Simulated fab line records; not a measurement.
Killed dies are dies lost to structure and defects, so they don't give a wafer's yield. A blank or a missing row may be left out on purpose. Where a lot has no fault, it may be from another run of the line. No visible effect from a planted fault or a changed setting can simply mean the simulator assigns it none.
The tool behind it: which one? -- flow n5_finfet -- 35 wafers from 12 lots sampled at 3 of the route's 1938 steps

WHAT EACH GAUGE READ, for each wafer
N5_BEOL_M8_THK_MEAS_01.
lot,measured,on,M8_ILD_THK (nm)
L285,day 10 14:08,film_metro-01,154.2 153.2 155.1
L286,day 10 14:56,film_metro-01,152.2 154.3 154.0
L284,day 10 17:19,film_metro-02,154.2 152.2 156.0
L287,day 11 02:58,film_metro-02,152.0 154.3 155.3
L291,day 12 19:10,film_metro-01,157.1 156.2 157.2
L295,day 14 08:46,film_metro-02,151.4 154.6
L299,day 15 10:21,film_metro-02,155.7 157.3 156.5
L301,day 16 05:28,film_metro-02,150.8 151.5 152.6
L300,day 16 09:35,film_metro-01,151.9 152.9 155.7
L306,day 16 20:44,film_metro-01,152.7 155.4 157.0
L304,day 16 21:08,film_metro-01,158.5 158.6 158.1
L305,day 17 10:44,film_metro-02,154.0 157.2 156.8

TOOL THAT RAN EACH LOT (tool first, then ch and the chambers of the sampled wafers, then the start)
lot,N5_BEOL_M7_SPUTTER_48,N5_BEOL_M7_CMP_52
L285,"pvd_sputter-01, day 10 12:23","cmp-02 ch 0,1,3, day 10 13:04"
L286,"pvd_sputter-03, day 10 12:47","cmp-01 ch 0,1, day 10 13:51"
L284,"pvd_sputter-01, day 10 15:40","cmp-02 ch 0,2, day 10 16:14"
L287,"pvd_sputter-01, day 11 00:39","cmp-02 ch 0,2,3, day 11 01:09"
L291,"pvd_sputter-03, day 12 17:25","cmp-04 ch 1,3, day 12 18:08"
L295,"pvd_sputter-01, day 14 07:11","cmp-04 ch 2,3, day 14 07:44"
L299,"pvd_sputter-01, day 15 08:44","cmp-02 ch 1,2,3, day 15 09:16"
L301,"pvd_sputter-01, day 16 03:28","cmp-01 ch 0,1, day 16 04:23"
L300,"pvd_sputter-03, day 16 07:20","cmp-01 ch 2,3, day 16 08:14"
L306,"pvd_sputter-03, day 16 18:41","cmp-01 ch 0,1,3, day 16 19:16"
L304,"pvd_sputter-01, day 16 18:52","cmp-01 ch 2,3, day 16 19:43"
L305,"pvd_sputter-01, day 17 08:51","cmp-01 ch 0,1, day 17 09:32"
- N5_BEOL_M7_SPUTTER_48: material Cu, target thk 10 nm, time 1.667 s.
- N5_BEOL_M7_CMP_52: polishes, stops on SiCOH lowk, t overpolish 6.9 s, target thk 80 nm.

WHAT THE TOOLS THEMSELVES READ (means of the sampled wafers that have a number; where no wafer has one, the mark that the record gives instead)
N5_BEOL_M7_SPUTTER_48.
lot,tool,throttle_valve_pct (%)
L285,pvd_sputter-01,29.6
L286,pvd_sputter-03,30.2
L284,pvd_sputter-01,29.2
L287,pvd_sputter-01,29.3
L291,pvd_sputter-03,31.5
L295,pvd_sputter-01,29.7
L299,pvd_sputter-01,28.5
L301,pvd_sputter-01,29.7
L300,pvd_sputter-03,29.3
L306,pvd_sputter-03,29.1
L304,pvd_sputter-01,28.9
L305,pvd_sputter-01,29.6

N5_BEOL_M7_CMP_52.
lot,tool,barrier_field_endpoint_s (s),motor_current_A (A),overpolish_run_s (s),time_to_endpoint_s (s)
L285,cmp-02,29.0,5.9,6.890,61.4
L286,cmp-01,29.5,5.4,6.897,63.4
L284,cmp-02,29.7,5.9,6.900,66.5
L287,cmp-02,30.3,5.5,6.902,66.2
L291,cmp-04,24.9,5.8,6.903,54.3
L295,cmp-04,22.1,6.2,6.900,45.5
L299,cmp-02,28.4,5.9,6.899,59.4
L301,cmp-01,28.8,5.9,6.898,65.0
L300,cmp-01,29.0,5.1,6.901,64.2
L306,cmp-01,28.2,5.2,6.909,61.8
L304,cmp-01,29.0,5.3,6.903,60.5
L305,cmp-01,29.6,5.4,6.901,63.6

THE ANSWER, worked out from the rows above alone
Rule: what is usual is taken from the lots themselves. The widest of any qualifying gaps counts: lots, ordered by their means at a reading, are off when they make up no more than a third of the lots, leave a main group of 4 or more, and stand apart from it by 3 or more times the standard deviation of that group's means. If all means in a main group match to the digits the tables above print for the reading, that group is not used. Also off: a lot with no number at a reading for which 4 or more lots have one. The other lots that the step has rows for count as sound. First the gauges in route order, then the tools' own readings, where a lot's mean is used as printed above. The first step at which some lot is off is used, and at that step the reading that is off furthest; a lot without a number counts as furthest.
Off at N5_BEOL_M7_CMP_52 (barrier_field_endpoint_s): L291, L295. Main group: mean 29.1 s, sd 0.6.
A tool fits if, at that step or a process step before it, it ran every lot that is off, and no sound lot after the first of them. One candidate fits, namely cmp-04 at N5_BEOL_M7_CMP_52. It ran no sound lot before its first lot that is off in this sample, so the start can't be narrowed down.
The tool's own readings at N5_BEOL_M7_CMP_52 bear it out: on the lots that are off they differ by more than 5 times the standard deviation of the sound lots' means. barrier_field_endpoint_s reads 23.5 s there against 29.1 s on the sound lots; time_to_endpoint_s reads 49.9 s there against 63.2 s on the sound lots.

WHAT WAS PUT IN BY THE SIMULATOR
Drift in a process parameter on cmp-04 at N5_BEOL_M7_CMP_52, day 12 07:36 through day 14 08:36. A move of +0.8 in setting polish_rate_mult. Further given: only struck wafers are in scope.
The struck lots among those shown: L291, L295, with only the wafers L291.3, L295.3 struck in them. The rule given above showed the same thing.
